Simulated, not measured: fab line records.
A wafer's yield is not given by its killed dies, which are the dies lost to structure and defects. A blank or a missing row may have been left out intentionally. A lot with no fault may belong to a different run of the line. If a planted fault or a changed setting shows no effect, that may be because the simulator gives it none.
Which tool was responsible? + flow n5-finfet + 24 lots, 72 wafers sampled, at 6 steps of a route of 1938

## WHAT THE GAUGES READ, wafer by wafer
N5_ZERO_LAYER_INSPECT_20: inspects for defects (darkfield). Usual: raw-defect-count reads 33 (standard deviation 15).
| lot  | measured    | on                | raw-defect-count | flag |
|------|-------------|-------------------|------------------|------|
| L074 | day 1 13:23 | defect-inspect-02 | 41 14 6          |      |
| L075 | day 1 19:24 | defect-inspect-01 | 25 50 32         |      |
| L076 | day 2 01:15 | defect-inspect-01 | 47 40 44         |      |
| L077 | day 2 07:18 | defect-inspect-01 | 46 20 27         |      |
| L078 | day 2 13:19 | defect-inspect-02 | 58 56 37         |      |
| L079 | day 2 19:24 | defect-inspect-02 | 35 28 15         |      |
| L080 | day 3 01:19 | defect-inspect-01 | 28 37 24         |      |
| L081 | day 3 07:17 | defect-inspect-01 | 13 33 17         |      |
| L082 | day 3 13:23 | defect-inspect-01 | 48 43 27         |      |
| L083 | day 3 19:23 | defect-inspect-01 | 28 30 15         |      |
| L084 | day 4 01:16 | defect-inspect-02 | 38 34 28         |      |
| L085 | day 4 07:24 | defect-inspect-01 | 25 14 27         |      |
| L086 | day 4 13:17 | defect-inspect-01 | 57 59 51         |      |
| L087 | day 4 20:28 | defect-inspect-02 | 27 37 16         |      |
| L088 | day 5 02:39 | defect-inspect-01 | 28 50 13         |      |
| L089 | day 5 08:13 | defect-inspect-01 | 23 13 36         |      |
| L090 | day 5 13:30 | defect-inspect-02 | 25 20 25         |      |
| L091 | day 5 19:33 | defect-inspect-01 | 28 32 43         |      |
| L092 | day 6 01:24 | defect-inspect-02 | 50 28 41         |      |
| L093 | day 6 08:15 | defect-inspect-01 | 37 22 30         |      |
| L094 | day 6 13:26 | defect-inspect-02 | 61 18 17         |      |
| L095 | day 6 19:31 | defect-inspect-02 | 18 19 14         |      |
| L096 | day 7 01:23 | defect-inspect-02 | 43 30 33         |      |
| L097 | day 7 07:16 | defect-inspect-02 | 36 53 64         |      |

N5_FIN_SAQP_THK_MEAS_07. Usual: thk-nm reads 59.9 nm (standard deviation 0.72).
| lot  | measured    | on            | thk-nm (nm)    | flag |
|------|-------------|---------------|----------------|------|
| L074 | day 1 20:59 | film-metro-01 | 59.0 59.3 61.2 |      |
| L075 | day 2 04:22 | film-metro-01 | 59.7 60.6 60.3 |      |
| L076 | day 2 09:04 | film-metro-01 | 60.3 60.5 60.8 |      |
| L077 | day 2 16:19 | film-metro-01 | 60.1 61.0 60.5 |      |
| L078 | day 2 21:19 | film-metro-01 | 58.9 59.9 60.0 |      |
| L079 | day 3 03:34 | film-metro-01 | 58.9 59.0 60.2 |      |
| L080 | day 3 10:18 | film-metro-01 | 59.0 59.0 60.1 |      |
| L081 | day 3 15:41 | film-metro-02 | 60.3 60.3 61.1 |      |
| L082 | day 3 21:46 | film-metro-02 | 59.5 59.9 61.3 |      |
| L083 | day 4 03:21 | film-metro-01 | 59.2 59.2 59.9 |      |
| L084 | day 4 09:43 | film-metro-01 | 59.2 59.7 60.2 |      |
| L085 | day 4 15:32 | film-metro-01 | 60.2 60.8 60.4 |      |
| L086 | day 4 22:57 | film-metro-02 | 60.3 60.0 59.9 |      |
| L087 | day 5 06:10 | film-metro-02 | 59.6 60.9 60.1 |      |
| L088 | day 5 10:19 | film-metro-02 | 58.5 60.4 60.3 |      |
| L089 | day 5 16:46 | film-metro-01 | 59.4 59.9 60.7 |      |
| L090 | day 5 23:18 | film-metro-02 | 59.3 58.8 60.0 |      |
| L091 | day 6 05:53 | film-metro-02 | 59.7 59.5 60.5 |      |
| L092 | day 6 10:01 | film-metro-02 | 58.8 59.2 59.2 |      |
| L093 | day 6 16:21 | film-metro-02 | 59.8 60.9 61.5 |      |
| L094 | day 6 21:48 | film-metro-01 | 58.2 60.1 59.9 |      |
| L095 | day 7 04:01 | film-metro-01 | 59.7 60.0 60.6 |      |
| L096 | day 7 09:34 | film-metro-01 | 59.4 58.8 59.3 |      |
| L097 | day 7 15:02 | film-metro-01 | 59.0 58.9 60.1 |      |

N5_FIN_SAQP_CD_MEAS_37 targets a cd of 8 nm. Usual: cd-nm reads 8.12 nm (standard deviation 0.23).
| lot  | measured    | on        | cd-nm (nm)     | flag |
|------|-------------|-----------|----------------|------|
| L074 | day 2 01:35 | cd-sem-03 | 8.38 8.18 8.40 |      |
| L075 | day 2 09:35 | cd-sem-01 | 8.24 8.12 7.98 |      |
| L076 | day 2 14:02 | cd-sem-01 | 8.30 8.18 8.01 |      |
| L077 | day 2 20:57 | cd-sem-01 | 7.73 7.77 7.90 |      |
| L078 | day 3 01:59 | cd-sem-01 | 8.07 7.88 8.25 |      |
| L079 | day 3 08:31 | cd-sem-02 | 8.03 7.84 8.05 |      |
| L080 | day 3 15:52 | cd-sem-02 | 8.02 8.05 8.51 |      |
| L081 | day 3 20:30 | cd-sem-03 | 8.27 8.45 8.48 |      |
| L082 | day 4 02:23 | cd-sem-01 | 8.06 7.81 8.20 |      |
| L083 | day 4 09:12 | cd-sem-03 | 8.10 7.92 8.09 |      |
| L084 | day 4 15:35 | cd-sem-02 | 8.39 8.01 8.11 |      |
| L085 | day 4 22:08 | cd-sem-02 | 7.91 8.15 8.15 |      |
| L086 | day 5 04:28 | cd-sem-01 | 8.11 8.33 8.27 |      |
| L087 | day 5 11:19 | cd-sem-02 | 8.17 8.31 8.18 |      |
| L088 | day 5 18:02 | cd-sem-01 | 7.96 7.87 8.23 |      |
| L089 | day 5 23:50 | cd-sem-03 | 8.18 8.27 8.31 |      |
| L090 | day 6 04:34 | cd-sem-01 | 8.38 8.41 8.56 |      |
| L091 | day 6 10:41 | cd-sem-01 | 8.48 8.54 8.17 |      |
| L092 | day 6 16:07 | cd-sem-03 | 8.44 8.03 8.34 |      |
| L093 | day 6 21:37 | cd-sem-02 | 7.89 7.78 8.13 |      |
| L094 | day 7 02:53 | cd-sem-01 | 8.44 8.57 8.15 |      |
| L095 | day 7 09:44 | cd-sem-02 | 7.48 7.86 8.43 |      |
| L096 | day 7 14:54 | cd-sem-02 | 7.67 8.01 8.06 |      |
| L097 | day 7 20:10 | cd-sem-03 | 8.11 8.06 8.06 |      |

## WHICH TOOL RAN EACH LOT (tool, then ch and the chambers of the sampled wafers, then the start)
| lot  | N5_FIN_SAQP_DENSIFY_62          | N5_FIN_SAQP_SPACER1_ALD_24       | N5_FIN_SAQP_MANDREL1_REMOVE_56  |
|------|---------------------------------|----------------------------------|---------------------------------|
| L074 | rtp-anneal-02 ch 0, day 1 20:32 | ald-sin-01 ch 0,1, day 1 22:40   | rie-si-03 ch 0,1, day 1 23:28   |
| L075 | rtp-anneal-01 ch 0, day 2 03:48 | ald-sin-01 ch 0,2, day 2 06:10   | rie-si-02 ch 0,3, day 2 07:17   |
| L076 | rtp-anneal-02 ch 0, day 2 08:31 | ald-sin-04 ch 1,2, day 2 10:48   | rie-si-04 ch 0,2, day 2 11:37   |
| L077 | rtp-anneal-01 ch 0, day 2 15:47 | ald-sin-04 ch 1,2,3, day 2 18:02 | rie-si-03 ch 0,2, day 2 18:50   |
| L078 | rtp-anneal-02 ch 0, day 2 20:50 | ald-sin-04 ch 1,2, day 2 22:56   | rie-si-03 ch 0,2, day 2 23:47   |
| L079 | rtp-anneal-01 ch 0, day 3 03:04 | ald-sin-03 ch 0,2,3, day 3 05:14 | rie-si-02 ch 2,3, day 3 06:03   |
| L080 | rtp-anneal-01 ch 0, day 3 09:46 | ald-sin-04 ch 0,1,2, day 3 12:20 | rie-si-03 ch 2,3, day 3 13:08   |
| L081 | rtp-anneal-02 ch 0, day 3 15:12 | ald-sin-03 ch 0,1,2, day 3 17:20 | rie-si-03 ch 1,2,3, day 3 18:08 |
| L082 | rtp-anneal-01 ch 0, day 3 21:15 | ald-sin-03 ch 1,2,3, day 3 23:20 | rie-si-04 ch 0,1,3, day 4 00:08 |
| L083 | rtp-anneal-01 ch 0, day 4 02:52 | ald-sin-03 ch 0,3, day 4 05:21   | rie-si-03 ch 0,1,3, day 4 06:10 |
| L084 | rtp-anneal-02 ch 0, day 4 09:14 | ald-sin-04 ch 0,2, day 4 11:41   | rie-si-02 ch 0,1,2, day 4 12:29 |
| L085 | rtp-anneal-01 ch 0, day 4 15:02 | ald-sin-01 ch 1,3, day 4 17:39   | rie-si-04 ch 0,3, day 4 18:49   |
| L086 | rtp-anneal-01 ch 0, day 4 22:32 | ald-sin-03 ch 0,1, day 5 01:04   | rie-si-02 ch 0,2,3, day 5 02:02 |
| L087 | rtp-anneal-02 ch 0, day 5 05:42 | ald-sin-01 ch 0,2, day 5 07:57   | rie-si-04 ch 0,1,3, day 5 08:46 |
| L088 | rtp-anneal-02 ch 0, day 5 09:49 | ald-sin-03 ch 0,1,3, day 5 14:02 | rie-si-02 ch 0,2,3, day 5 15:28 |
| L089 | rtp-anneal-02 ch 0, day 5 16:16 | ald-sin-04 ch 0,2,3, day 5 19:58 | rie-si-04 ch 0,1, day 5 20:47   |
| L090 | rtp-anneal-01 ch 0, day 5 22:49 | ald-sin-03 ch 0,1,3, day 6 01:26 | rie-si-04 ch 0,1, day 6 02:22   |
| L091 | rtp-anneal-01 ch 0, day 6 05:23 | ald-sin-04 ch 0,1,3, day 6 07:34 | rie-si-02 ch 1,2,3, day 6 08:22 |
| L092 | rtp-anneal-01 ch 0, day 6 09:34 | ald-sin-04 ch 2,3, day 6 12:14   | rie-si-04 ch 0,3, day 6 13:02   |
| L093 | rtp-anneal-01 ch 0, day 6 15:52 | ald-sin-04 ch 0,2, day 6 18:11   | rie-si-03 ch 0,3, day 6 19:14   |
| L094 | rtp-anneal-01 ch 0, day 6 21:18 | ald-sin-03 ch 0,2,3, day 6 23:47 | rie-si-04 ch 0,1,2, day 7 00:35 |
| L095 | rtp-anneal-01 ch 0, day 7 03:31 | ald-sin-04 ch 0,1,3, day 7 06:31 | rie-si-03 ch 0,1,2, day 7 07:23 |
| L096 | rtp-anneal-02 ch 0, day 7 09:04 | ald-sin-03 ch 1,2,3, day 7 11:41 | rie-si-04 ch 1,2,3, day 7 12:30 |
| L097 | rtp-anneal-01 ch 0, day 7 14:34 | ald-sin-01 ch 0,1,2, day 7 16:35 | rie-si-02 ch 0,3, day 7 17:28   |
- N5_FIN_SAQP_DENSIFY_62: time 60 s.
- N5_FIN_SAQP_SPACER1_ALD_24: deposits SiO2, target thk 20.3 nm, pulse time 1 s, purge time 2 s.
- N5_FIN_SAQP_MANDREL1_REMOVE_56: chemistry HBr/Cl2/O2, target a-Si, stops on SiNx, bt time 10 s.

## AS READ BY THE TOOLS THEMSELVES (means over the sampled wafers that have a number; for cases with no such wafer, the mark the record gives instead)
N5_FIN_SAQP_DENSIFY_62. Usual: lamp-power-pct 9.84 %, standard deviation 0.055; wafer_temp_C_max 703.3, standard deviation 0.7.
| lot  | tool          | lamp-power-pct (%) | wafer_temp_C_max | flag |
|------|---------------|--------------------|------------------|------|
| L074 | rtp-anneal-02 | 9.88               | 703.2            |      |
| L075 | rtp-anneal-01 | 9.87               | 702.7            |      |
| L076 | rtp-anneal-02 | 9.80               | 702.6            |      |
| L077 | rtp-anneal-01 | 9.86               | 703.2            |      |
| L078 | rtp-anneal-02 | 9.85               | 702.6            |      |
| L079 | rtp-anneal-01 | 9.85               | 703.6            |      |
| L080 | rtp-anneal-01 | 9.86               | 702.7            |      |
| L081 | rtp-anneal-02 | 9.85               | 704.0            |      |
| L082 | rtp-anneal-01 | 9.80               | 702.9            |      |
| L083 | rtp-anneal-01 | 9.81               | 702.7            |      |
| L084 | rtp-anneal-02 | 9.82               | 703.4            |      |
| L085 | rtp-anneal-01 | 9.85               | 702.9            |      |
| L086 | rtp-anneal-01 | 9.88               | 704.2            |      |
| L087 | rtp-anneal-02 | 9.83               | 703.3            |      |
| L088 | rtp-anneal-02 | 9.86               | 703.7            |      |
| L089 | rtp-anneal-02 | 9.89               | 703.7            |      |
| L090 | rtp-anneal-01 | 9.81               | 703.7            |      |
| L091 | rtp-anneal-01 | 9.83               | 703.8            |      |
| L092 | rtp-anneal-01 | 9.84               | 703.3            |      |
| L093 | rtp-anneal-01 | 9.89               | 702.7            |      |
| L094 | rtp-anneal-01 | 9.85               | 703.1            |      |
| L095 | rtp-anneal-01 | 9.80               | 703.5            |      |
| L096 | rtp-anneal-02 | 9.86               | 703.5            |      |
| L097 | rtp-anneal-01 | 9.80               | 703.5            |      |

N5_FIN_SAQP_SPACER1_ALD_24. Usual: heater-power-outer-w 261 W, standard deviation 28; heater-power-w 465 W, standard deviation 40; precursor-pulse-height-rel 1.000, standard deviation 0.021; susceptor-temp-C 300.05 C, standard deviation 0.18.
| lot  | tool       | heater-power-outer-w (W) | heater-power-w (W) | precursor-pulse-height-rel | susceptor-temp-C (C) | flag |
|------|------------|--------------------------|--------------------|----------------------------|----------------------|------|
| L074 | ald-sin-01 | 250                      | 443                | 1.022                      | 300.07               |      |
| L075 | ald-sin-01 | 256                      | 473                | 1.006                      | 300.37               |      |
| L076 | ald-sin-04 | 265                      | 458                | 1.002                      | 300.01               |      |
| L077 | ald-sin-04 | 268                      | 470                | 0.992                      | 300.03               |      |
| L078 | ald-sin-04 | 251                      | 450                | 0.994                      | 299.92               |      |
| L079 | ald-sin-03 | 264                      | 483                | 1.005                      | 299.92               |      |
| L080 | ald-sin-04 | 255                      | 453                | 1.012                      | 300.17               |      |
| L081 | ald-sin-03 | 255                      | 462                | 1.005                      | 300.14               |      |
| L082 | ald-sin-03 | 288                      | 499                | 1.001                      | 299.88               |      |
| L083 | ald-sin-03 | 278                      | 514                | 0.986                      | 300.10               |      |
| L084 | ald-sin-04 | 250                      | 448                | 1.012                      | 300.11               |      |
| L085 | ald-sin-01 | 246                      | 420                | 0.986                      | 299.95               |      |
| L086 | ald-sin-03 | 244                      | 442                | 1.000                      | 300.15               |      |
| L087 | ald-sin-01 | 257                      | 476                | 1.003                      | 300.06               |      |
| L088 | ald-sin-03 | 276                      | 485                | 0.999                      | 300.11               |      |
| L089 | ald-sin-04 | 250                      | 464                | 0.975                      | 300.05               |      |
| L090 | ald-sin-03 | 275                      | 490                | 1.001                      | 299.99               |      |
| L091 | ald-sin-04 | 261                      | 457                | 1.013                      | 300.12               |      |
| L092 | ald-sin-04 | 265                      | 471                | 1.015                      | 300.06               |      |
| L093 | ald-sin-04 | 237                      | 436                | 1.001                      | 299.91               |      |
| L094 | ald-sin-03 | 270                      | 498                | 0.987                      | 299.76               |      |
| L095 | ald-sin-04 | 260                      | 463                | 1.003                      | 300.09               |      |
| L096 | ald-sin-03 | 294                      | 506                | 1.010                      | 299.95               |      |
| L097 | ald-sin-01 | 262                      | 456                | 1.006                      | 300.06               |      |

N5_FIN_SAQP_MANDREL1_REMOVE_56. Usual: drypump-motor-current-A 5.9 A, standard deviation 0.4; oes-product-au 1.001 a.u., standard deviation 0.013; throttle-valve-pct 36.64 %, standard deviation 0.25.
| lot  | tool      | drypump-motor-current-A (A) | oes-product-au (a.u.) | throttle-valve-pct (%) | flag |
|------|-----------|-----------------------------|-----------------------|------------------------|------|
| L074 | rie-si-03 | 6.1                         | 0.993                 | 36.70                  |      |
| L075 | rie-si-02 | 5.5                         | 1.010                 | 36.66                  |      |
| L076 | rie-si-04 | 6.3                         | 1.013                 | 36.40                  |      |
| L077 | rie-si-03 | 5.8                         | 0.995                 | 36.76                  |      |
| L078 | rie-si-03 | 5.7                         | 0.979                 | 36.83                  |      |
| L079 | rie-si-02 | 5.5                         | 0.996                 | 36.68                  |      |
| L080 | rie-si-03 | 5.6                         | 0.994                 | 36.36                  |      |
| L081 | rie-si-03 | 6.0                         | 1.000                 | 36.58                  |      |
| L082 | rie-si-04 | 6.0                         | 1.008                 | 36.71                  |      |
| L083 | rie-si-03 | 6.0                         | 1.006                 | 36.51                  |      |
| L084 | rie-si-02 | 5.5                         | 0.999                 | 36.61                  |      |
| L085 | rie-si-04 | 6.1                         | 1.008                 | 36.59                  |      |
| L086 | rie-si-02 | 5.5                         | 0.998                 | 36.58                  |      |
| L087 | rie-si-04 | 6.0                         | 1.012                 | 36.69                  |      |
| L088 | rie-si-02 | 5.5                         | 0.997                 | 36.59                  |      |
| L089 | rie-si-04 | 5.8                         | 1.011                 | 36.82                  |      |
| L090 | rie-si-04 | 5.8                         | 1.004                 | 36.83                  |      |
| L091 | rie-si-02 | 5.6                         | 1.007                 | 36.71                  |      |
| L092 | rie-si-04 | 6.2                         | 1.008                 | 36.48                  |      |
| L093 | rie-si-03 | 5.7                         | 0.999                 | 36.49                  |      |
| L094 | rie-si-04 | 6.0                         | 1.004                 | 36.61                  |      |
| L095 | rie-si-03 | 6.1                         | 0.987                 | 36.77                  |      |
| L096 | rie-si-04 | 5.9                         | 1.004                 | 36.71                  |      |
| L097 | rie-si-02 | 5.4                         | 0.992                 | 36.56                  |      |

## THE ANSWER, worked out from the rows above alone
Rule: lot off if the mean of its wafers having a number is beyond 3 standard deviations from the usual mean. Also off: a lot with no number at a reading for which 4 or more lots have one. Any other lot the step has rows for is counted as sound. First the gauges in route order, then the tools' own readings, where a lot's mean is used as printed above. At the first step where some lot is off, the reading lying furthest off is the one used; lots without a number count as furthest.
Across all readings shown, no lot is off: no conclusion can be drawn from this.

## WHAT WAS PUT IN BY THE SIMULATOR
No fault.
